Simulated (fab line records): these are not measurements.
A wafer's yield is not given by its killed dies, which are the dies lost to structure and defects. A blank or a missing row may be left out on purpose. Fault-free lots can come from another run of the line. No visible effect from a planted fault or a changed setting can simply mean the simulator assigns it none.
Matching of chambers || flow nand_harc || pecvd-02 running NHARC_A_STAIRCASE_DEP_322: 3 sister chambers
The step deposits SiO2, target thk 7200 nm. 3 wafers are shown with their chamber, then 9 later ones without.

== WAFERS PAIRED WITH THEIR CHAMBERS ==
{"wafer": "L089.4", "chamber": 0, "heater_power_w (W)": 623}
{"wafer": "L089.5", "chamber": 2, "heater_power_w (W)": 476}
{"wafer": "L089.6", "chamber": 1, "heater_power_w (W)": 604}

== WAFERS WITHOUT THEIR CHAMBER ==
{"wafer": "L090.1", "heater_power_w (W)": 571}
{"wafer": "L090.4", "heater_power_w (W)": 476}
{"wafer": "L090.6", "heater_power_w (W)": 604}
{"wafer": "L094.2", "heater_power_w (W)": 551}
{"wafer": "L094.3", "heater_power_w (W)": 641}
{"wafer": "L094.5", "heater_power_w (W)": 480}
{"wafer": "L097.3", "heater_power_w (W)": 683}
{"wafer": "L097.5", "heater_power_w (W)": 477}
{"wafer": "L097.6", "heater_power_w (W)": 655}

== CHAMBER TAKEN BY EACH ==
{"wafer": "L090.1", "from the rows above": "can't be placed: 1 or 0 or 2", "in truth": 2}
{"wafer": "L090.4", "from the rows above": 2, "in truth": 2}
{"wafer": "L090.6", "from the rows above": "can't be placed: 1 or 0", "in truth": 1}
{"wafer": "L094.2", "from the rows above": "can't be placed: 1 or 0 or 2", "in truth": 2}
{"wafer": "L094.3", "from the rows above": "can't be placed: 0 or 1", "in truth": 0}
{"wafer": "L094.5", "from the rows above": 2, "in truth": 2}
{"wafer": "L097.3", "from the rows above": "can't be placed: 0 or 1", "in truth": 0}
{"wafer": "L097.5", "from the rows above": 2, "in truth": 2}
{"wafer": "L097.6", "from the rows above": "can't be placed: 0 or 1", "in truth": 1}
Placed correctly: 3 of 9. Not placeable from these rows: 6 (in 6, the candidates include the true chamber). 0 placed wrongly.
How it was worked out, from the rows above alone: a wafer's distance from a chamber is the root of the sum, over the readings, of the square of ((its reading less the chamber's mean) divided by the reading's scatter). The wafer belongs to the nearest chamber; if the next one is less than 2 further off, it can't be placed. For every chamber, the mean is computed from those of its wafers that are shown. The scatter: root of mean squared gap, hidden wafer to nearest shown wafer, with one shown wafer a chamber.
